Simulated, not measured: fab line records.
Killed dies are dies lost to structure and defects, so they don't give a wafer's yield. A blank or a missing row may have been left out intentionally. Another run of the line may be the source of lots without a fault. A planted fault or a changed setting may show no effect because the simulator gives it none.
Chamber matching || flow nand_harc || rie_diel-05 running NHARC_A_M0_STRIP_18: 4 sister chambers
The step strips in N2/H2. 14 wafers are shown with their chamber, then 7 later ones without.

EACH WAFER AND ITS CHAMBER
{"wafer": "L075.2", "chamber": 3, "showerhead_plenum_p_Torr (Torr)": 2.13, "oes_product_au (a.u.)": 1.004, "power_w (W)": 1003.9}
{"wafer": "L075.4", "chamber": 2, "showerhead_plenum_p_Torr (Torr)": 1.91, "oes_product_au (a.u.)": 1.018, "power_w (W)": 1003.4}
{"wafer": "L075.5", "chamber": 1, "showerhead_plenum_p_Torr (Torr)": 2.04, "oes_product_au (a.u.)": 1.027, "power_w (W)": 993.5}
{"wafer": "L076.1", "chamber": 0, "showerhead_plenum_p_Torr (Torr)": 2.02, "oes_product_au (a.u.)": 1.003, "power_w (W)": 1000.1}
{"wafer": "L076.2", "chamber": 2, "showerhead_plenum_p_Torr (Torr)": 1.91, "oes_product_au (a.u.)": 1.019, "power_w (W)": 1005.2}
{"wafer": "L076.5", "chamber": 2, "showerhead_plenum_p_Torr (Torr)": 1.91, "oes_product_au (a.u.)": 1.010, "power_w (W)": 1004.5}
{"wafer": "L080.3", "chamber": 0, "showerhead_plenum_p_Torr (Torr)": 2.02, "oes_product_au (a.u.)": 1.006, "power_w (W)": 992.1}
{"wafer": "L080.4", "chamber": 3, "showerhead_plenum_p_Torr (Torr)": 2.13, "oes_product_au (a.u.)": 1.003, "power_w (W)": 998.8}
{"wafer": "L080.5", "chamber": 2, "showerhead_plenum_p_Torr (Torr)": 1.91, "oes_product_au (a.u.)": 1.028, "power_w (W)": 998.1}
{"wafer": "L083.1", "chamber": 1, "showerhead_plenum_p_Torr (Torr)": 2.03, "oes_product_au (a.u.)": 1.021, "power_w (W)": 996.2}
{"wafer": "L083.2", "chamber": 0, "showerhead_plenum_p_Torr (Torr)": 2.01, "oes_product_au (a.u.)": 1.009, "power_w (W)": 1004.1}
{"wafer": "L083.3", "chamber": 3, "showerhead_plenum_p_Torr (Torr)": 2.13, "oes_product_au (a.u.)": 1.018, "power_w (W)": 1003.2}
{"wafer": "L090.2", "chamber": 2, "showerhead_plenum_p_Torr (Torr)": 1.91, "oes_product_au (a.u.)": 1.024, "power_w (W)": 998.7}
{"wafer": "L090.3", "chamber": 0, "showerhead_plenum_p_Torr (Torr)": 2.01, "oes_product_au (a.u.)": 1.001, "power_w (W)": 1002.7}

SIGNATURES, as means of the wafers listed above
{"reading": "showerhead_plenum_p_Torr", "chamber 0": 2.0150, "chamber 1": 2.0350, "chamber 2": 1.9100, "chamber 3": 2.1300, "scatter within a chamber": 0.00387}
{"reading": "oes_product_au", "chamber 0": 1.00475, "chamber 1": 1.02400, "chamber 2": 1.01980, "chamber 3": 1.00833, "scatter within a chamber": 0.00617}
{"reading": "power_w", "chamber 0": 999.750, "chamber 1": 994.850, "chamber 2": 1001.980, "chamber 3": 1001.967, "scatter within a chamber": 3.87}
Rule: for each reading, subtract the chamber's mean from the wafer's reading, divide by that reading's scatter and square the result; add these up over the readings and take the root, which gives the wafer's distance from the chamber. If the next closest chamber is less than 2 further off than the closest, the wafer can't be placed; otherwise it belongs to the closest. How the scatter is found: for the shown wafers, subtract from each reading the mean of its chamber, square and add these, divide the total by (wafers less chambers), then take the root.

WAFERS MISSING THEIR CHAMBER
{"wafer": "L090.4", "showerhead_plenum_p_Torr (Torr)": 2.13, "oes_product_au (a.u.)": 0.992, "power_w (W)": 1001.1}
{"wafer": "L086.1", "showerhead_plenum_p_Torr (Torr)": 1.91, "oes_product_au (a.u.)": 1.036, "power_w (W)": 995.7}
{"wafer": "L086.3", "showerhead_plenum_p_Torr (Torr)": 2.03, "oes_product_au (a.u.)": 1.014, "power_w (W)": 996.8}
{"wafer": "L086.6", "showerhead_plenum_p_Torr (Torr)": 1.91, "oes_product_au (a.u.)": 1.038, "power_w (W)": 995.9}
{"wafer": "L089.1", "showerhead_plenum_p_Torr (Torr)": 1.91, "oes_product_au (a.u.)": 1.031, "power_w (W)": 997.9}
{"wafer": "L089.2", "showerhead_plenum_p_Torr (Torr)": 2.13, "oes_product_au (a.u.)": 1.002, "power_w (W)": 997.8}
{"wafer": "L089.5", "showerhead_plenum_p_Torr (Torr)": 2.13, "oes_product_au (a.u.)": 1.018, "power_w (W)": 996.8}

EACH ONE'S CHAMBER
{"wafer": "L090.4", "from the rows above": 3, "in truth": 3}
{"wafer": "L086.1", "from the rows above": 2, "in truth": 2}
{"wafer": "L086.3", "from the rows above": 1, "in truth": 1}
{"wafer": "L086.6", "from the rows above": 2, "in truth": 2}
{"wafer": "L089.1", "from the rows above": 2, "in truth": 2}
{"wafer": "L089.2", "from the rows above": 3, "in truth": 3}
{"wafer": "L089.5", "from the rows above": 3, "in truth": 3}
Correct placement for 7 of the 7. Not placeable from these rows: 0. Number placed wrongly: 0.
